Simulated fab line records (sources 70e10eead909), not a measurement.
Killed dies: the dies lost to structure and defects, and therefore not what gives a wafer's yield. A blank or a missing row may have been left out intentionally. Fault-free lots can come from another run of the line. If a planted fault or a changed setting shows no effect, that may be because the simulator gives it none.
Chamber matching ; flow nand harc ; NHARC_A_CHANNEL_FILL_D2_ALD_14 on ald hk-04: 4 sister chambers
The step deposits SiO2, target thk 2.5 nm, pulse time 10 s, ald cycles 25. 8 wafers are shown with their chamber, then 7 later ones without.

## WAFERS, EACH WITH ITS CHAMBER
wafer;chamber;heater power w (W);precursor pulse height rel
L077.6;0;569;0.997
L082.5;2;560;0.980
L085.1;3;413;1.026
L091.1;1;395;0.986
L091.5;2;549;0.977
L091.6;3;414;0.959
L092.1;1;402;0.976
L092.2;0;541;1.014

## WAFERS WITHOUT THEIR CHAMBER
wafer;heater power w (W);precursor pulse height rel
L092.5;415;1.017
L094.1;557;1.006
L094.3;403;1.036
L094.4;560;0.986
L096.1;563;0.995
L096.4;543;1.006
L096.6;398;1.012

## EACH ONE'S CHAMBER
wafer;from the rows above;in truth
L092.5;can't be placed: 3 or 1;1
L094.1;can't be placed: 0 or 2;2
L094.3;can't be placed: 3 or 1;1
L094.4;can't be placed: 2 or 0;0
L096.1;can't be placed: 0 or 2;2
L096.4;can't be placed: 0 or 2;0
L096.6;can't be placed: 1 or 3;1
Correct placement for 0 of the 7. From these rows, 7 cannot be placed; in 7 the true chamber is one of the candidates. 0 placed wrongly.
How it was worked out, from the rows above alone: a wafer's distance from a chamber is the root of the sum, over the readings, of the square of ((its reading less the chamber's mean) divided by the reading's scatter). The wafer belongs to the nearest chamber; if the next one is less than 2 further off, it can't be placed. Each chamber's mean is taken over the wafers shown for it. The scatter: take each reading less its chamber's mean, square it, sum over the shown wafers, divide by the number of wafers less the number of chambers, and take the root.
